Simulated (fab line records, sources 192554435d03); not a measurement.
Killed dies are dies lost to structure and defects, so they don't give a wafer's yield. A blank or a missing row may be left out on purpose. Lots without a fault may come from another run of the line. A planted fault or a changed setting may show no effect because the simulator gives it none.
Chamber matching | flow n5_finfet | N5_SDB_DESCUM_16 on rie_diel-02: 4 sister chambers
The step chemistry O2, time 7.9 s. 24 wafers are shown with their chamber, then 12 later ones without.

WAFERS WITH THEIR CHAMBER
wafer  | chamber | drypump_motor_current_A (A) | showerhead_plenum_p_Torr (Torr) | throttle_valve_pct (%)
L075.2 | 0       | 6.1                         | 2.02                            | 20.33
L075.5 | 1       | 5.9                         | 2.19                            | 20.71
L075.6 | 0       | 6.1                         | 2.02                            | 20.35
L077.2 | 1       | 5.9                         | 2.19                            | 20.69
L077.3 | 3       | 6.5                         | 2.09                            | 20.19
L077.4 | 0       | 6.1                         | 2.02                            | 20.34
L078.3 | 2       | 5.6                         | 2.06                            | 20.49
L078.4 | 0       | 6.1                         | 2.02                            | 20.36
L078.6 | 2       | 5.6                         | 2.06                            | 20.48
L080.1 | 3       | 6.6                         | 2.08                            | 20.19
L080.2 | 1       | 5.9                         | 2.19                            | 20.71
L080.3 | 2       | 5.6                         | 2.06                            | 20.49
L083.1 | 2       | 5.6                         | 2.06                            | 20.52
L083.3 | 3       | 6.6                         | 2.08                            | 20.21
L083.6 | 0       | 6.1                         | 2.01                            | 20.37
L085.4 | 2       | 5.6                         | 2.05                            | 20.53
L085.5 | 3       | 6.5                         | 2.08                            | 20.23
L085.6 | 0       | 6.1                         | 2.01                            | 20.37
L088.1 | 2       | 5.6                         | 2.05                            | 20.54
L088.2 | 0       | 6.2                         | 2.01                            | 20.39
L088.3 | 3       | 6.5                         | 2.08                            | 20.22
L089.1 | 1       | 5.9                         | 2.18                            | 20.29
L089.3 | 2       | 5.6                         | 2.05                            | 20.54
L089.4 | 3       | 6.5                         | 2.08                            | 20.23

SIGNATURES (means of the wafers above)
reading                  | chamber 0 | chamber 1 | chamber 2 | chamber 3 | scatter within a chamber
drypump_motor_current_A  | 6.114     | 5.900     | 5.600     | 6.533     | 0.0331
showerhead_plenum_p_Torr | 2.0157    | 2.1875    | 2.0557    | 2.0817    | 0.00501
throttle_valve_pct       | 20.3586   | 20.6000   | 20.5129   | 20.2117   | 0.0826
Rule: a wafer's distance from a chamber is the root of the sum, over the readings, of the square of ((its reading less the chamber's mean) divided by the reading's scatter). The wafer belongs to the nearest chamber; if the next one is less than 2 further off, it can't be placed. The scatter: the root of (the sum of the squares of (reading less its chamber's mean) over the shown wafers, divided by (wafers less chambers)).

WAFERS WITHOUT THEIR CHAMBER
wafer  | drypump_motor_current_A (A) | showerhead_plenum_p_Torr (Torr) | throttle_valve_pct (%)
L090.2 | 5.6                         | 2.05                            | 20.54
L090.3 | 6.5                         | 2.08                            | 20.21
L090.5 | 5.9                         | 2.18                            | 20.28
L091.3 | 6.1                         | 2.01                            | 20.39
L091.4 | 6.5                         | 2.08                            | 20.24
L091.6 | 6.5                         | 2.08                            | 20.21
L094.1 | 5.6                         | 2.05                            | 20.56
L094.2 | 5.9                         | 2.18                            | 20.29
L094.3 | 6.5                         | 2.07                            | 20.23
L096.2 | 6.1                         | 2.00                            | 20.41
L096.3 | 6.5                         | 2.07                            | 20.25
L096.5 | 5.9                         | 2.18                            | 20.32

WHICH CHAMBER EACH WENT THROUGH
wafer  | from the rows above | in truth
L090.2 | 2                   | 2
L090.3 | 3                   | 3
L090.5 | 1                   | 1
L091.3 | 0                   | 0
L091.4 | 3                   | 3
L091.6 | 3                   | 3
L094.1 | 2                   | 2
L094.2 | 1                   | 1
L094.3 | 3                   | 3
L096.2 | 0                   | 0
L096.3 | 3                   | 3
L096.5 | 1                   | 1
Placed correctly: 12 of 12. Can't be placed from these rows: 0. Placed wrongly: 0.
